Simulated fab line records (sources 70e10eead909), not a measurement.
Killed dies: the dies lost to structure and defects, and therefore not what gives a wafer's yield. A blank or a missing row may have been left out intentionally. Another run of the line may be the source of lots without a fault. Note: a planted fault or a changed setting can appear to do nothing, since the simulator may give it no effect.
Problem report, 8D (eight disciplines) form, completed by code -- flow nandHarc -- the parts of the form that need people (team, actions taken, sign-off) are left out

== 1. THE PROBLEM ==
cdNm at NHARC_A_CHANNEL_HOLE_D1_CD_MEAS_10 reads a mean of 114.8 nm on 3 wafers of 2 lots; wafers without a fault read 100.1 nm with a standard deviation of 0.43. That is +34 standard deviations from the usual mean.
The step: target cd 100 nm.
First observed at day 16 11:28: wafer L581.4, on cdSem-01. At this step, 27 wafers from 9 lots have a number in the record. By rule, "out" or "out of limits" means more than 4 standard deviations away from the usual mean. Any other wafer with a number is counted as sound.

== 2. WHAT THIS IS AND IS NOT ==
question,is,is not
which readings at this step,cdNm,-
which lots,"L581, L583","L562, L563, L568, L569, L570, L579, L585"
which wafers of those lots,"L581.4, L583.2, L583.6","L581.1, L581.5, L583.3"
read on which gauges,"cdSem-01, cdSem-03",cdSem-02
when,from day 16 11:28,"up to then (20 sound wafers); but 4 sound wafers of L583, L585 came after"

== 3. WHAT RULES OUT EACH SUSPECT ==
Counting: any tool at a process step up to the reading remains a suspect provided it ran every lot that is out. Sound lots after the first of them don't rule it out here, since some wafers of a struck lot are sound.
- the gauge at NHARC_A_CHANNEL_HOLE_D1_CD_MEAS_10 has been ruled out. Those wafers that are out were read across 2 gauges (cdSem-01, cdSem-03).
- lithoTrack-01 at NHARC_A_CHANNEL_HOLE_D1_PEB_08 (peb time 65 s): kept. Every lot that is out went through it, the first being L581 (day 16 11:23); the last sound lot it ran before that was L570 (day 12 00:52).
The count leaves lithoTrack-01 at NHARC_A_CHANNEL_HOLE_D1_PEB_08.

== 4. THE CAUSE (what the simulator had put in) ==
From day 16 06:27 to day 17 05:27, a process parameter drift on lithoTrack-01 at NHARC_A_CHANNEL_HOLE_D1_PEB_08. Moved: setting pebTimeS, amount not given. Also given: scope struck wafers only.
Only this tool survived the counting.

== 5. THE CHAIN OF EFFECTS, in route order ==
Each row: a reading where the mean over the struck wafers with a number is more than 3 standard deviations away from the usual. Readings are gone through only where the record gives a usual standard deviation; hours: the median, over the lots, of the time from a lot's start at the first step in this table giving one to that lot's start at this step; sigmas: the change measured in usual standard deviations.
hours,step,reading,usual,on struck wafers,change,sigmas
0,NHARC_A_CHANNEL_HOLE_D1_CD_MEAS_10,cdNm,100.1 nm,114.8,+14.7,+34
1,NHARC_A_CHANNEL_HOLE_D1_CD_MEAS_18,cdNm,99.3 nm,115.2,+15.9,+9.4
10,NHARC_A_CHANNEL_HOLE_D1_XSEM_31,botCdNm,74.8 nm,90.6,+15.8,+14
400,NHARC_END_WLT_00,VT_DECK1_BOTTOM,0.873,0.902,+0.029,+3.6
400,NHARC_END_WLT_00,VT_DECK1_BOTTOM_INNER,0.873,0.903,+0.030,+3.7
400,NHARC_END_WLT_00,VT_DECK1_MEDIAN_NEAR_BOTTOM,0.874,0.900,+0.026,+3.6
400,NHARC_END_WLT_00,VT_DECK1_MEDIAN_NEAR_BOTTOM_INNER,0.874,0.911,+0.037,+4.8
400,NHARC_END_WLT_00,VT_DECK1_MIDDLE,0.886,0.916,+0.030,+3.8
400,NHARC_END_WLT_00,VT_DECK1_MIDDLE_INNER,0.885,0.912,+0.027,+3.5
400,NHARC_END_WLT_00,VT_DECK1_TOP_INNER,0.897,0.926,+0.029,+3.9
404,NHARC_END_SORT_01,killedAtArray,63,170,+107,+5.9
404,NHARC_END_SORT_01,killedDies,68,178,+110,+6.1
The process steps in it:
- NHARC_A_CHANNEL_HOLE_D1_XSEM_31

== 6. WHAT WOULD HAVE CAUGHT IT SOONER ==
Counted from the fault's start at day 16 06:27, it took 5 hours until the first out-of-limits reading at a measuring or inspecting step in this record, taken at day 16 11:28.
Among the 2 lots that are out, L583 began NHARC_A_CHANNEL_HOLE_D1_PEB_08 on lithoTrack-01 after day 16 11:28. A hold on the tool at that time would have spared it.
